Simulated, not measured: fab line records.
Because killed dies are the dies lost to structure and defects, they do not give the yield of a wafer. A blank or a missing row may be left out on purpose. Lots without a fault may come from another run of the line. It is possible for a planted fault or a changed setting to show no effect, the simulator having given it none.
Matching of chambers -- flow n5-finfet -- N5_BEOL_M2_VIA_ETCH_34 on rie-diel-02: 4 sister chambers
The step etches the open film in C4F6/O2, target depth 69.4 nm, time 65.9 s. 4 wafers are shown with their chamber, then 9 later ones without.

## WAFERS, EACH WITH ITS CHAMBER
wafer,chamber,drypump-motor-current-A (A)
L081.5,0,6.3
L086.3,3,6.0
L086.4,1,6.5
L086.5,2,5.7

## WAFERS MISSING THEIR CHAMBER
wafer,drypump-motor-current-A (A)
L088.1,6.0
L088.3,6.3
L088.6,6.3
L089.1,6.3
L089.3,5.6
L089.5,6.3
L097.4,6.0
L097.5,5.7
L097.6,6.5

## WHICH CHAMBER EACH ONE RAN IN
wafer,from the rows above,in truth
L088.1,3,3
L088.3,0,0
L088.6,0,0
L089.1,0,0
L089.3,2,2
L089.5,0,0
L097.4,3,3
L097.5,2,2
L097.6,1,1
Placed correctly: 9 of 9. From these rows, 0 cannot be placed. Placed wrongly: 0.
How it was worked out, from the rows above alone: a wafer's distance from a chamber is the root of the sum, over the readings, of the square of ((its reading less the chamber's mean) divided by the reading's scatter). If the next closest chamber is less than 2 further off than the closest, the wafer can't be placed; otherwise it belongs to the closest. Each chamber's mean is taken over the wafers shown for it. The scatter: root of mean squared gap, hidden wafer to nearest shown wafer, with one shown wafer a chamber.
